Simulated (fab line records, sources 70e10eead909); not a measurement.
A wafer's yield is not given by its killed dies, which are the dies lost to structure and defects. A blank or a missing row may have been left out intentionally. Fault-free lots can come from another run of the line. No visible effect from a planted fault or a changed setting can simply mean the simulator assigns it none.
fab line records | flow nand-harc
[record] lots = 13 | wafers = 39 | last-day = 33
route steps=1302 shown A_STAIRCASE@889 A_SGD_CUT@901 A_SLIT@923
lots untouched by any fault: they come from a run of this same line in which no faults occurred
start-h: hours from the record's first day to the start of the lot's first wafer shown | wait-h: hours elapsed since this lot's preceding step | " repeats the value in the row above | L1.1+2: several wafers, shown together as one row | - no value, or no start given | * or withheld: withheld | < > ~ a bound
route shown NAME@n: NAME is a module with steps in the file, n the number in the route of the first one | usual: mean and standard deviation over wafers with no fault | same: alike in all rows | chamber/n: place in a boat | sites: the reading at each site | _std_site: their standard deviation | _edge_site: outer sites' mean less inner sites' | radius-mm: for every site, how far away it sits from the centre of the wafer | mask NAME#n: copy n | behind: tool/chamber where the wafer was last shaped | hold: the reason the lot was held/the length of the hold in hours/how it ended | device: names the non-switching transistor (n, p or np) | end of line: tests of these same wafers at the route's end | a step without rows: its recipe alone | killed: not the wafer's yield, but the dies lost to structure and defects at the first sort | map: dies across one wafer; x = killed, . = not, _ = none there
set.NAME: setting as actually run; set.NAME@STEP: the setting as run at that earlier step | model.NAME: the simulator's own value behind a step, which no gauge read
one table for each step of the route and one row for each wafer, over a sample of lots
services: from which hour (start-h, from the record's first day; less than 0 if before it) a tool's chamber was out of use, for how many hours, and why
[[steps]]
[step NHARC_A_STAIRCASE_INSPECT_155]
[usual] raw-defect-count = 417/110
lot.wafer | tool              | chamber | start-h | wait-h | raw-defect-count
L765.2    | defect-inspect-02 | -       | 436.91  | 0.1    | 434
L765.3    | "                 | -       | "       | "      | 658
L765.5    | "                 | -       | "       | "      | 423
L764.2    | defect-inspect-02 | -       | 437.55  | 0.1    | 385
L764.3    | "                 | -       | "       | "      | 339
L764.5    | "                 | -       | "       | "      | 426
L766.3    | defect-inspect-01 | -       | 446.94  | 0.1    | 478
L766.5    | "                 | -       | "       | "      | 384
L766.6    | "                 | -       | "       | "      | 507
L769.2    | defect-inspect-02 | -       | 477.28  | 0.1    | 615
L769.5    | "                 | -       | "       | "      | 328
L769.6    | "                 | -       | "       | "      | 626
L768.3    | defect-inspect-02 | -       | 477.44  | 0.1    | 460
L768.4    | "                 | -       | "       | "      | 480
L768.5    | "                 | -       | "       | "      | 364
L770.3    | defect-inspect-01 | -       | 500.30  | 0.1    | 361
L770.4    | "                 | -       | "       | "      | 388
L770.6    | "                 | -       | "       | "      | 352
L779.2    | defect-inspect-01 | -       | 575.52  | 0.1    | 333
L779.3    | "                 | -       | "       | "      | 421
L779.4    | "                 | -       | "       | "      | 640
L780.4    | defect-inspect-01 | -       | 601.36  | 0.1    | 335
L780.5    | "                 | -       | "       | "      | 518
L780.6    | "                 | -       | "       | "      | 405
L781.3    | defect-inspect-02 | -       | 601.46  | 0.1    | 371
L781.4    | "                 | -       | "       | "      | 640
L781.5    | "                 | -       | "       | "      | 436
L784.1    | defect-inspect-01 | -       | 628.43  | 0.1    | 429
L784.3    | "                 | -       | "       | "      | 383
L784.6    | "                 | -       | "       | "      | 336
L785.1    | defect-inspect-01 | -       | 643.92  | 0.1    | 335
L785.4    | "                 | -       | "       | "      | 405
L785.5    | "                 | -       | "       | "      | 488
L786.2    | defect-inspect-01 | -       | 651.25  | 0.1    | 472
L786.4    | "                 | -       | "       | "      | 432
L786.5    | "                 | -       | "       | "      | 362
L787.1    | defect-inspect-01 | -       | 653.24  | 0.1    | 328
L787.3    | "                 | -       | "       | "      | 462
L787.5    | "                 | -       | "       | "      | 533
[step NHARC_A_SGD_CUT_CD_MEAS_09]
[recipe] target-cd-nm = 100 | landing-energy-ev = 500
[usual] cd-nm = 99.9/0.51
lot.wafer | tool      | chamber | start-h | wait-h | cd-nm
L765.2    | cd-sem-03 | 0       | 437.71  | -      | 99.7
L765.3    | "         | 0       | "       | "      | 100.9
L765.5    | "         | 0       | "       | "      | 100.4
L764.2    | cd-sem-02 | 0       | 438.34  | -      | 99.3
L764.3    | "         | 0       | "       | "      | 99.5
L764.5    | "         | 0       | "       | "      | 99.7
L766.3    | cd-sem-02 | 0       | 447.73  | -      | 100.3
L766.5    | "         | 0       | "       | "      | 99.7
L766.6    | "         | 0       | "       | "      | 100.2
L769.2    | cd-sem-01 | 0       | 477.94  | -      | 99.7
L769.5    | "         | 0       | "       | "      | 100.4
L769.6    | "         | 0       | "       | "      | 100.1
L768.3    | cd-sem-03 | 0       | 478.23  | -      | 100.5
L768.4    | "         | 0       | "       | "      | 99.5
L768.5    | "         | 0       | "       | "      | 99.5
L770.3    | cd-sem-03 | 0       | 500.96  | -      | 98.6
L770.4    | "         | 0       | "       | "      | 98.9
L770.6    | "         | 0       | "       | "      | 99.8
L779.2    | cd-sem-02 | 0       | 576.39  | -      | 100.5
L779.3    | "         | 0       | "       | "      | 100.3
L779.4    | "         | 0       | "       | "      | 99.7
L780.4    | cd-sem-02 | 0       | 602.16  | -      | 99.9
L780.5    | "         | 0       | "       | "      | 100.7
L780.6    | "         | 0       | "       | "      | 100.2
L781.3    | cd-sem-02 | 0       | 602.31  | -      | 99.6
L781.4    | "         | 0       | "       | "      | 98.8
L781.5    | "         | 0       | "       | "      | 99.5
L784.1    | cd-sem-03 | 0       | 629.22  | -      | 100.7
L784.3    | "         | 0       | "       | "      | 100.5
L784.6    | "         | 0       | "       | "      | 100.2
L785.1    | cd-sem-02 | 0       | 644.83  | -      | 100.4
L785.4    | "         | 0       | "       | "      | 100.3
L785.5    | "         | 0       | "       | "      | 100.8
L786.2    | cd-sem-02 | 0       | 652.05  | -      | 99.5
L786.4    | "         | 0       | "       | "      | 99.8
L786.5    | "         | 0       | "       | "      | 100.1
L787.1    | cd-sem-02 | 0       | 653.90  | -      | 99.8
L787.3    | "         | 0       | "       | "      | 99.8
L787.5    | "         | 0       | "       | "      | 99.7
[step NHARC_A_SGD_CUT_DEP_20]
[recipe] target-thk-a = 1500 | temp-c = 65 | material = SiO2
lot.wafer  | tool    | chamber | start-h | wait-h
L765.2+3+5 | fcvd-02 | 0       | 439.03  | -
L764.2+3+5 | fcvd-01 | 1,0,0   | 439.64  | -
L766.3+5+6 | fcvd-01 | 0,1,0   | 449.13  | -
L769.2+6+5 | fcvd-01 | 0,0,1   | 479.36  | -
L768.4+3+5 | fcvd-02 | 0,1,0   | 479.58  | -
L770.3+4+6 | fcvd-01 | 0,1,0   | 502.31  | -
L779.2+3+4 | fcvd-01 | 0,1,0   | 577.72  | -
L780.4+6+5 | fcvd-01 | 0,0,1   | 603.55  | 0.2
L781.3+4+5 | fcvd-02 | 1,0,0   | 603.66  | -
L784.1+3+6 | fcvd-02 | 0       | 630.55  | -
L785.1+4+5 | fcvd-02 | 1,0,1   | 646.15  | -
L786.2+4+5 | fcvd-01 | 1       | 653.41  | -
L787.1+3+5 | fcvd-01 | 0       | 655.21  | -
[step NHARC_A_SGD_CUT_CMP_21]
[recipe] target-thk-nm = 148.19
[usual] motor-current-A = 11.6/0.97 | retaining-ring-pressure-frac = 0.999/0.0051 | time-to-endpoint-s = 50.2/2.3
lot.wafer | tool   | chamber | start-h | wait-h | motor-current-A | retaining-ring-pressure-frac | time-to-endpoint-s
L764.3    | cmp-04 | 0       | 445.96  | 0.4    | 11.6            | 0.995                        | 48.3
L764.2    | "      | 3       | "       | "      | 14.5            | 0.992                        | 51.9
L764.5    | "      | 0       | "       | "      | 11.6            | 0.994                        | 50.2
L765.3    | cmp-01 | 2       | 445.98  | 0.4    | 10.6            | 0.991                        | 50.1
L765.2    | "      | 3       | "       | "      | 12.0            | 1.002                        | 44.1
L765.5    | "      | 2       | "       | "      | 11.3            | 0.994                        | 46.3
L766.3    | cmp-04 | 2       | 453.80  | 0.4    | 9.0             | 1.005                        | 55.2
L766.6    | "      | 3       | "       | "      | 13.7            | 1.001                        | 52.5
L766.5    | "      | 0       | "       | "      | 12.3            | 0.997                        | 51.1
L769.2    | cmp-03 | 1       | 484.05  | 0.4    | 10.5            | 0.999                        | 50.2
L769.5    | "      | 0       | "       | "      | 12.0            | 0.998                        | 51.1
L769.6    | "      | 1       | "       | "      | 10.9            | 1.007                        | 51.6
L768.4    | cmp-01 | 1       | 484.09  | 0.4    | 11.4            | 1.007                        | 53.3
L768.3    | "      | 0       | "       | "      | 12.1            | 1.001                        | 49.5
L768.5    | "      | 1       | "       | "      | 10.7            | 1.004                        | 52.3
L770.3    | cmp-03 | 1       | 507.02  | 0.4    | 10.5            | 1.004                        | 57.5
L770.4    | "      | 0       | "       | "      | 11.7            | 0.993                        | 49.5
L770.6    | "      | 2       | "       | "      | 11.4            | 1.005                        | 49.5
L779.4    | cmp-03 | 3       | 583.05  | 0.4    | 11.7            | 1.005                        | 49.7
L779.2    | "      | 0       | "       | "      | 12.7            | 0.994                        | 51.9
L779.3    | "      | 1       | "       | "      | 10.6            | 1.006                        | 48.7
L781.3    | cmp-03 | 1       | 608.31  | 0.4    | 10.2            | 0.987                        | 45.8
L781.4    | "      | 3       | "       | "      | 12.3            | 1.006                        | 47.3
L781.5    | "      | 1       | "       | "      | 10.8            | 1.004                        | 48.6
L780.4    | cmp-04 | 0       | 608.35  | 0.4    | 11.4            | 0.997                        | 51.5
L780.5    | "      | 1       | "       | "      | 11.7            | 0.996                        | 48.8
L780.6    | "      | 2       | "       | "      | 9.8             | 0.994                        | 52.3
L784.3    | cmp-01 | 0       | 635.34  | 0.4    | 11.9            | 0.992                        | 48.9
L784.1    | "      | 1       | "       | "      | 11.9            | 0.993                        | 53.5
L784.6    | "      | 3       | "       | "      | 12.1            | 0.999                        | 51.1
L785.1    | cmp-04 | 0       | 651.86  | 0.4    | 12.2            | 0.994                        | 50.7
L785.4    | "      | 1       | "       | "      | 10.5            | 1.003                        | 48.6
L785.5    | "      | 2       | "       | "      | 10.1            | 0.997                        | 52.8
L787.3    | cmp-03 | 2       | 658.20  | 0.4    | 11.6            | 1.002                        | 45.6
L787.1    | "      | 3       | "       | "      | 12.0            | 0.996                        | 48.2
L787.5    | "      | 3       | "       | "      | 11.2            | 0.998                        | 47.0
L786.4    | cmp-01 | 3       | 658.21  | 0.4    | 11.5            | 1.007                        | 53.1
L786.2    | "      | 0       | "       | "      | 12.7            | 0.999                        | 50.1
L786.5    | "      | 3       | "       | "      | 11.5            | 1.001                        | 53.4
[step NHARC_A_SLIT_DEP_00]
[recipe] target-thk-a = 62000 | temp-c = 400 | material = aC
[usual] throttle-valve-pct = 34.999/0.0095
lot.wafer | tool       | chamber | start-h | wait-h | throttle-valve-pct
L764.2    | acl-dep-02 | 0       | 447.69  | -      | 35.005
L764.3    | "          | 0       | "       | "      | 35.009
L764.5    | "          | 0       | 449.52  | -      | 34.998
L765.2    | acl-dep-03 | 0       | 448.89  | 2.0    | 34.998
L765.3    | "          | 0       | "       | "      | 35.001
L765.5    | "          | 0       | 450.79  | 3.7    | 34.993
L766.3    | acl-dep-03 | 0       | 457.03  | -      | 34.998
L766.5    | "          | 0       | 458.27  | -      | 34.994
L766.6    | "          | 0       | "       | "      | 34.993
L769.2    | acl-dep-02 | 0       | 489.56  | -      | 34.993
L769.5    | "          | 0       | 491.44  | -      | 34.991
L769.6    | "          | 0       | "       | "      | 34.992
L768.3    | acl-dep-02 | 0       | 493.94  | -      | 35.008
L768.4    | "          | 0       | "       | "      | 34.992
L768.5    | "          | 0       | "       | "      | 35.013
L770.3    | acl-dep-02 | 0       | 509.38  | -      | 34.988
L770.4    | "          | 0       | "       | "      | 34.995
L770.6    | "          | 0       | 511.25  | -      | 34.988
L779.2    | acl-dep-03 | 0       | 585.13  | -      | 35.001
L779.3    | "          | 0       | "       | "      | 34.977
L779.4    | "          | 0       | "       | "      | 35.004
L781.3    | acl-dep-03 | 0       | 610.65  | -      | 35.000
L781.4    | "          | 0       | "       | "      | 34.971
L781.5    | "          | 0       | "       | "      | 35.013
L780.4    | acl-dep-01 | 0       | 612.83  | -      | 34.995
L780.5    | "          | 0       | "       | "      | 34.993
L780.6    | "          | 0       | "       | "      | 35.009
L784.1    | acl-dep-01 | 0       | 636.43  | -      | 35.008
L784.3    | "          | 0       | 637.69  | -      | 35.007
L784.6    | "          | 0       | 639.56  | -      | 34.999
L785.1    | acl-dep-02 | 0       | 652.94  | -      | 35.012
L785.4    | "          | 0       | 654.81  | -      | 35.001
L785.5    | "          | 0       | "       | "      | 35.001
L787.1    | acl-dep-02 | 0       | 660.44  | -      | 35.005
L787.3    | "          | 0       | 661.68  | -      | 35.017
L787.5    | "          | 0       | 662.91  | -      | 35.010
L786.2    | acl-dep-03 | 0       | 661.42  | 2.2    | 34.989
L786.4    | "          | 0       | 662.68  | 3.4    | 34.996
L786.5    | "          | 0       | "       | "      | 34.989
[[services]]
tool       | chamber | start-h | hours | kind
fcvd-02    | 0       | 422.38  | 14.6  | repair
acl-dep-02 | -       | 425.29  | 13.0  | pm
cmp-01     | -       | 433.38  | 2.4   | repair
fcvd-01    | -       | 436.42  | 0.4   | repair
fcvd-01    | -       | 446.12  | 0.9   | repair
fcvd-02    | -       | 450.00  | 13.0  | pm
cmp-03     | -       | 456.11  | 4.0   | pm
cmp-04     | -       | 457.72  | 5.7   | repair
cmp-01     | -       | 459.02  | 1.3   | repair
cmp-01     | -       | 471.99  | 0.7   | repair
cmp-01     | -       | 479.52  | 4.0   | pm
acl-dep-03 | -       | 483.10  | 13.0  | pm
cmp-04     | -       | 490.55  | 1.0   | repair
cmp-04     | -       | 503.00  | 4.0   | pm
cmp-01     | -       | 540.50  | 4.1   | repair
fcvd-01    | -       | 544.90  | 0.2   | repair
fcvd-01    | -       | 547.15  | 13.0  | pm
cmp-03     | -       | 554.11  | 4.0   | pm
acl-dep-02 | -       | 572.88  | 0.0   | repair
cmp-03     | -       | 574.87  | 1.3   | repair
cmp-01     | -       | 577.52  | 4.0   | pm
acl-dep-02 | -       | 606.72  | 13.0  | pm
fcvd-02    | -       | 631.00  | 13.0  | pm
cmp-03     | -       | 652.11  | 4.0   | pm
[[key]]
[first-sign] step = NHARC_A_SGD_CUT_CMP_21 | reading = time-to-endpoint-s | direction = up | sigmas = 3.2 | usual = * | struck = *
effect none on later readings
met-at NHARC_A_SGD_CUT_DEP_20
struck-lots L770
struck-wafers L770.3
tester-left-out L770
not-acting-at NHARC_A_STAIRCASE_INSPECT_155,NHARC_A_SGD_CUT_CD_MEAS_09,NHARC_A_SLIT_DEP_00
onset-between 479.36 502.31
[fault] kind = process-parameter-drift | tool = fcvd-01 | chamber = - | onset-h = 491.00 | steps = NHARC_A_SGD_CUT_DEP_20 | channel = target-thk-a | offset = * | shape = step | end-h = 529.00 | scope = struck-wafers-only | acts-in = * | stated = *
// tester-left-out: of these lots the tester's yield and bins aren't shown, on N5 and GAA mostly nor the transistor test; their killed dies are dies lost to structure and defects alone, not to doping, threshold or leakage, so they don't give the yield
